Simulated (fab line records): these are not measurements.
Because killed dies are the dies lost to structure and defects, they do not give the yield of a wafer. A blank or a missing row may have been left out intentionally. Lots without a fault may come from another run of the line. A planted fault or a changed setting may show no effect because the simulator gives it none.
What tool caused it?    flow n5-finfet    12 lots with 36 wafers sampled at 5 steps, on a route of 1938 steps

== WHAT THE GAUGES READ, wafer by wafer ==
N5_MOL_CONTACT_COAG_CD_MEAS_101: the cd target is 16 nm.
lot   measured      on         cd-nm (nm)
L075  day 5 14:33   cd-sem-01  15.8 15.7 15.4
L078  day 6 04:42   cd-sem-02  16.3 15.6 15.8
L079  day 6 09:26   cd-sem-03  15.7 15.3 15.9
L081  day 6 22:39   cd-sem-02  15.6 15.8 16.0
L083  day 7 11:08   cd-sem-03  16.2 15.4 16.2
L085  day 7 23:29   cd-sem-02  16.1 16.1 16.1
L087  day 8 08:31   cd-sem-02  15.9 15.7 15.7
L089  day 9 01:35   cd-sem-02  15.7 15.5 16.0
L091  day 9 11:43   cd-sem-03  15.9 16.2 16.1
L093  day 10 00:44  cd-sem-03  16.2 16.0 16.2
L095  day 10 07:41  cd-sem-03  15.9 16.1 16.0
L097  day 11 04:02  cd-sem-03  15.8 16.7 16.2

== TOOL THAT RAN EACH LOT (tool first, then ch and the chambers of the sampled wafers, then the start) ==
lot   N5_MOL_CONTACT_COAG_TI_SIL_19  N5_MOL_CONTACT_COAG_ANNEAL_113    N5_MOL_CONTACT_COAG_DESCUM_45       N5_MOL_CONTACT_COAG_STRIP_72
L075  pvd-sputter-01, day 5 00:45    rtp-anneal-02 ch 0, day 5 04:26   rie-diel-02 ch 0,1,3, day 5 13:29   rie-diel-06 ch 0,1,2, day 5 14:16
L078  pvd-sputter-02, day 5 17:55    rtp-anneal-02 ch 0, day 5 19:51   rie-diel-02 ch 0,1, day 6 03:52     rie-diel-02 ch 0,2, day 6 04:28
L079  pvd-sputter-02, day 5 23:23    rtp-anneal-01 ch 0, day 6 01:15   rie-diel-06 ch 0,2,3, day 6 08:26   rie-diel-06 ch 0,2, day 6 09:12
L081  pvd-sputter-03, day 6 12:19    rtp-anneal-01 ch 0, day 6 14:11   rie-diel-05 ch 0,3, day 6 21:50     rie-diel-06 ch 0,2, day 6 22:25
L083  pvd-sputter-02, day 6 23:01    rtp-anneal-01 ch 0, day 7 02:46   rie-diel-05 ch 0,1,2, day 7 10:19   rie-diel-02 ch 1,2,3, day 7 10:55
L085  pvd-sputter-01, day 7 12:05    rtp-anneal-01 ch 0, day 7 14:17   rie-diel-06 ch 0,1,2, day 7 22:23   rie-diel-06 ch 1,2,3, day 7 23:16
L087  pvd-sputter-03, day 7 23:04    rtp-anneal-01 ch 0, day 8 00:43   rie-diel-06 ch 0,1,2, day 8 07:42   rie-diel-05 ch 0,1,3, day 8 08:17
L089  pvd-sputter-03, day 8 10:29    rtp-anneal-02 ch 0, day 8 12:20   rie-diel-02 ch 1,3, day 9 00:22     rie-diel-06 ch 1,3, day 9 01:22
L091  pvd-sputter-03, day 9 01:14    rtp-anneal-02 ch 0, day 9 03:09   rie-diel-06 ch 0,1,3, day 9 10:53   rie-diel-02 ch 0,3, day 9 11:29
L093  pvd-sputter-03, day 9 14:16    rtp-anneal-02 ch 0, day 9 16:40   rie-diel-06 ch 0,1, day 9 23:53     rie-diel-02 ch 0,3, day 10 00:29
L095  pvd-sputter-01, day 9 21:01    rtp-anneal-02 ch 0, day 9 23:04   rie-diel-02 ch 0,1,2, day 10 06:43  rie-diel-02 ch 1,2,3, day 10 07:25
L097  pvd-sputter-01, day 10 15:33   rtp-anneal-01 ch 0, day 10 19:07  rie-diel-02 ch 0,2,3, day 11 03:13  rie-diel-02 ch 2,3, day 11 03:49
- N5_MOL_CONTACT_COAG_TI_SIL_19: material Ti, target thk 4.2 nm, time 15 s.
- N5_MOL_CONTACT_COAG_ANNEAL_113: time 300 s.
- N5_MOL_CONTACT_COAG_DESCUM_45: chemistry O2, time 7 s.
- N5_MOL_CONTACT_COAG_STRIP_72: strips in N2/H2.

== THE ANSWER, worked out from the rows above alone ==
Rule: what is usual is taken from the lots themselves. Put in order of their means at a reading, lots are off if they are a third of the lots or fewer, leave a main group of 4 or more, and stand apart from it by a gap of 3 or more times the standard deviation of the main group's means; of several such gaps the widest counts. A main group is skipped when, at the precision printed for the reading in the tables above, its means are all equal. Also off: a lot with no number at a reading for which 4 or more lots have one. Any other lot the step has rows for is counted as sound.
Across all readings shown, no lot is off: no conclusion can be drawn from this.

== WHAT THE SIMULATOR PUT IN ==
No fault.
